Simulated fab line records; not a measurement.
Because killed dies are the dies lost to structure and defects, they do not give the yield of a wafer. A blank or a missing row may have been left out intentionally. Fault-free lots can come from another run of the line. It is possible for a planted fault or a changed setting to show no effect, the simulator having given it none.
Which tool did it? | flow nand_harc | 12 lots with 36 wafers sampled at 5 steps, on a route of 1302 steps

## WHAT THE GAUGES READ, wafer by wafer
NHARC_END_SORT_01. Usual: killed_at_array 61, standard deviation 24; killed_at_other 1.2, standard deviation 1.3; killed_at_periphery 3.7, standard deviation 2.6; killed_dies 66, standard deviation 23; killed_open 3.3, standard deviation 1.8; killed_short 2.4, standard deviation 1.6.
lot  | measured     | on        | killed_at_array | killed_at_other | killed_at_periphery | killed_dies | killed_open | killed_short | flag
L569 | day 33 09:56 | prober-01 | 29 660 34       | 2 3 4           | 9 14 7              | 40 677 45   | 4 4 1       | 1 3 2        | OFF
L570 | day 33 04:23 | prober-02 | 674 80 83       | 0 2 2           | 3 2 3               | 677 84 88   | 3 4 1       | 1 0 2        | OFF

## EACH LOT AND THE TOOL THAT RAN IT (in order: tool; ch and the chambers of the sampled wafers; start)
lot  | NHARC_A_STAIRCASE_TRIM_187         | NHARC_A_STAIRCASE_TRIM_198                    | NHARC_A_STAIRCASE_ETCH_199         | NHARC_A_STAIRCASE_STRIP_205
L551 | rie_diel-02 ch 0,2,3, day 16 11:54 | rie_diel-02 ch 0,3, day 16 13:46 or earlier   | rie_diel-02 ch 0,3, day 16 13:46   | plasma_asher-02 ch 0,1, day 16 14:29
L550 | rie_diel-02 ch 0,2, day 16 15:16   | rie_diel-06 ch 2,3, day 16 16:55 or earlier   | rie_diel-06 ch 0,1,3, day 16 16:55 | plasma_asher-01 ch 0, day 16 17:33
L555 | rie_diel-06 ch 0,2,3, day 17 15:56 | rie_diel-06 ch 0,1,2, day 17 18:07 or earlier | rie_diel-06 ch 0,1,2, day 17 18:07 | plasma_asher-02 ch 0,1, day 17 18:56
L554 | rie_diel-03 ch 0,2, day 17 16:05   | rie_diel-06 ch 1,2, day 17 18:34 or earlier   | rie_diel-06 ch 0,1,3, day 17 18:34 | plasma_asher-02 ch 0,1, day 17 19:20
L553 | rie_diel-03 ch 1,2,3, day 17 16:37 | rie_diel-03 ch 0,1,3, day 17 19:05 or earlier | rie_diel-03 ch 0,1,2, day 17 19:05 | plasma_asher-01 ch 1, day 17 19:55
L556 | rie_diel-06 ch 0,2,3, day 18 05:20 | rie_diel-02 ch 0,1,2, day 18 07:28 or earlier | rie_diel-02 ch 0,2,3, day 18 07:28 | plasma_asher-01 ch 0,1, day 18 08:19
L558 | rie_diel-03 ch 0,3, day 18 11:04   | rie_diel-03 ch 1,2,3, day 18 12:30 or earlier | rie_diel-03 ch 0,1, day 18 12:30   | plasma_asher-02 ch 0,1, day 18 13:08
L559 | rie_diel-02 ch 0,2,3, day 20 02:51 | rie_diel-02 ch 0,1, day 20 04:17 or earlier   | rie_diel-02 ch 0,1,2, day 20 04:17 | plasma_asher-01 ch 1, day 20 04:58
L569 | rie_diel-02 ch 0,2, day 23 17:21   | rie_diel-02 ch 0,2,3, day 23 18:48 or earlier | rie_diel-02 ch 0,1, day 23 18:48   | plasma_asher-01 ch 0,1, day 23 22:45
L570 | rie_diel-03 ch 0,2,3, day 24 14:53 | rie_diel-02 ch 1,2,3, day 24 17:15 or earlier | rie_diel-02 ch 0,1,3, day 24 17:15 | plasma_asher-02 ch 0,1, day 24 17:53
L572 | rie_diel-06 ch 0,1,3, day 24 21:07 | rie_diel-03 ch 0,1,2, day 24 23:18 or earlier | rie_diel-03 ch 1,2,3, day 24 23:18 | plasma_asher-02 ch 0,1, day 25 00:13
L573 | rie_diel-02 ch 0,1, day 25 10:08   | rie_diel-03 ch 0,1, day 25 11:43 or earlier   | rie_diel-03 ch 0,2,3, day 25 11:43 | plasma_asher-01 ch 0,1, day 25 12:21
- NHARC_A_STAIRCASE_TRIM_187: chemistry O2, time 211.2 s.
- NHARC_A_STAIRCASE_TRIM_198: chemistry O2, time 211.2 s.
- NHARC_A_STAIRCASE_ETCH_199: etches the open film in C4F8/O2, target depth 100 nm, time 40.5 s.
- NHARC_A_STAIRCASE_STRIP_205: strips in O2.

## WHAT THE TOOLS THEMSELVES READ (means of the sampled wafers that have a number; where no wafer has one, the mark that the record gives instead)
NHARC_A_STAIRCASE_TRIM_187. Usual: drypump_motor_current_A 5.53 A, standard deviation 0.29; oes_product_au 0.997 a.u., standard deviation 0.013; rf_vpp_V 57.9 V, standard deviation 0.97; showerhead_plenum_p_Torr 3.56 Torr, standard deviation 0.16; throttle_valve_pct 17.037 %, standard deviation 0.0074.
lot  | tool        | drypump_motor_current_A (A) | oes_product_au (a.u.) | rf_vpp_V (V) | showerhead_plenum_p_Torr (Torr) | throttle_valve_pct (%) | flag
L551 | rie_diel-02 | 5.64                        | 0.999                 | 58.1         | 3.51                            | 17.036                 |
L550 | rie_diel-02 | 5.84                        | 0.993                 | 57.1         | 3.54                            | 17.037                 |
L555 | rie_diel-06 | 5.46                        | 0.993                 | 58.3         | 3.58                            | 17.039                 |
L554 | rie_diel-03 | 5.27                        | 1.011                 | 56.7         | 3.39                            | 17.036                 |
L553 | rie_diel-03 | 5.64                        | 1.012                 | 58.4         | 3.61                            | 17.033                 |
L556 | rie_diel-06 | 5.46                        | 0.988                 | 57.8         | 3.58                            | 17.039                 |
L558 | rie_diel-03 | 5.48                        | 1.007                 | 58.3         | 3.42                            | 17.033                 |
L559 | rie_diel-02 | 5.64                        | 1.005                 | 57.1         | 3.49                            | 17.039                 |
L569 | rie_diel-02 | 5.82                        | 1.009                 | 57.1         | 3.39                            | 17.040                 |
L570 | rie_diel-03 | 5.42                        | 0.997                 | 58.0         | 3.60                            | 17.036                 |
L572 | rie_diel-06 | 5.42                        | 0.998                 | 58.2         | 3.58                            | 17.039                 |
L573 | rie_diel-02 | 5.73                        | 0.987                 | 57.6         | 3.80                            | 17.041                 |

NHARC_A_STAIRCASE_TRIM_198. Usual: drypump_motor_current_A 5.5 A, standard deviation 0.31; oes_product_au 0.997 a.u., standard deviation 0.013; rf_vpp_V 58.0 V, standard deviation 0.99; showerhead_plenum_p_Torr 3.57 Torr, standard deviation 0.17; throttle_valve_pct 17.038 %, standard deviation 0.0095.
lot  | tool        | drypump_motor_current_A (A) | oes_product_au (a.u.) | rf_vpp_V (V) | showerhead_plenum_p_Torr (Torr) | throttle_valve_pct (%) | flag
L551 | rie_diel-02 | 5.6                         | 0.998                 | 57.3         | 3.39                            | 17.047                 |
L550 | rie_diel-06 | 5.8                         | 0.989                 | 57.4         | 3.53                            | 17.031                 |
L555 | rie_diel-06 | 5.2                         | 0.981                 | 58.3         | 3.55                            | 17.040                 |
L554 | rie_diel-06 | 5.4                         | 0.994                 | 58.5         | 3.43                            | 17.039                 |
L553 | rie_diel-03 | 5.6                         | 1.005                 | 57.4         | 3.52                            | 17.042                 |
L556 | rie_diel-02 | 5.7                         | 1.006                 | 57.8         | 3.59                            | 17.046                 |
L558 | rie_diel-03 | 5.7                         | 1.010                 | 57.2         | 3.61                            | 17.031                 |
L559 | rie_diel-02 | 5.7                         | 0.994                 | 57.7         | 3.63                            | 17.037                 |
L569 | rie_diel-02 | 5.6                         | 0.998                 | 58.2         | 3.47                            | 17.042                 |
L570 | rie_diel-02 | 5.6                         | 0.998                 | 57.5         | 3.64                            | 17.035                 |
L572 | rie_diel-03 | 5.5                         | 0.991                 | 58.7         | 3.69                            | 17.035                 |
L573 | rie_diel-03 | 5.6                         | 0.994                 | 57.8         | 3.76                            | 17.045                 |

NHARC_A_STAIRCASE_ETCH_199. Usual: oes_product_au 0.943 a.u., standard deviation 0.015; rf_vpp_V 897 V, standard deviation 6; run_length_s 61.7 s, standard deviation 0.37.
lot  | tool        | oes_product_au (a.u.) | rf_vpp_V (V) | run_length_s (s) | flag
L551 | rie_diel-02 | 0.937                 | 890          | 61.6             |
L550 | rie_diel-06 | 0.932                 | 898          | 61.7             |
L555 | rie_diel-06 | 0.922                 | 896          | 61.8             |
L554 | rie_diel-06 | 0.930                 | 898          | 61.6             |
L553 | rie_diel-03 | 0.946                 | 896          | 61.8             |
L556 | rie_diel-02 | 0.948                 | 896          | 61.8             |
L558 | rie_diel-03 | 0.944                 | 893          | 61.9             |
L559 | rie_diel-02 | 0.944                 | 897          | 61.7             |
L569 | rie_diel-02 | 0.939                 | 899          | 57.0             | OFF
L570 | rie_diel-02 | 0.934                 | 896          | 57.2             | OFF
L572 | rie_diel-03 | 0.941                 | 899          | 61.6             |
L573 | rie_diel-03 | 0.952                 | 899          | 61.2             |

NHARC_A_STAIRCASE_STRIP_205. Usual: drypump_motor_current_A 5.3 A, standard deviation 0.52; heater_power_w 306 W, standard deviation 17.
lot  | tool            | drypump_motor_current_A (A) | heater_power_w (W) | flag
L551 | plasma_asher-02 | 5.0                         | 307                |
L550 | plasma_asher-01 | 5.1                         | 289                |
L555 | plasma_asher-02 | 4.9                         | 312                |
L554 | plasma_asher-02 | 5.0                         | 311                |
L553 | plasma_asher-01 | 6.1                         | 296                |
L556 | plasma_asher-01 | 5.7                         | 294                |
L558 | plasma_asher-02 | 4.8                         | 318                |
L559 | plasma_asher-01 | 6.1                         | 298                |
L569 | plasma_asher-01 | 5.8                         | 300                |
L570 | plasma_asher-02 | 4.9                         | 315                |
L572 | plasma_asher-02 | 5.0                         | 307                |
L573 | plasma_asher-01 | 5.8                         | 304                |

## THE ANSWER, worked out from the rows above alone
Rule: take the mean of a lot's wafers that have a number; if it is more than 3 standard deviations from the usual mean, the lot is off. Also off: a lot with no number at a reading for which 4 or more lots have one. The other lots that the step has rows for count as sound. After the gauges, taken in route order, come the tools' own readings; for these a lot's mean is taken, as printed above. The first step at which some lot is off is used, and at that step the reading that is off furthest; a lot without a number counts as furthest.
Off: L569, L570 (NHARC_END_SORT_01, killed_dies). Neither off nor sound, because the step has no rows for them: L551, L550, L555, L554, L553, L556, L558, L559, L572, L573.
If a tool, at a process step before that reading, ran all the lots that are off and no sound lot after the first of them, it fits. The gauges at NHARC_END_SORT_01 aren't tried: what is off there is off at NHARC_A_STAIRCASE_ETCH_199 too, on other tools, and a gauge's error can't cause that. With no start given for some of its lots, NHARC_A_STAIRCASE_TRIM_198 uses the hours and lot order of NHARC_A_STAIRCASE_ETCH_199. One fits: NHARC_A_STAIRCASE_TRIM_198 and NHARC_A_STAIRCASE_ETCH_199 on rie_diel-02. It ran no sound lot before its first lot that is off in this sample, so the start can't be narrowed down.

## WHAT THE SIMULATOR HAD PUT IN
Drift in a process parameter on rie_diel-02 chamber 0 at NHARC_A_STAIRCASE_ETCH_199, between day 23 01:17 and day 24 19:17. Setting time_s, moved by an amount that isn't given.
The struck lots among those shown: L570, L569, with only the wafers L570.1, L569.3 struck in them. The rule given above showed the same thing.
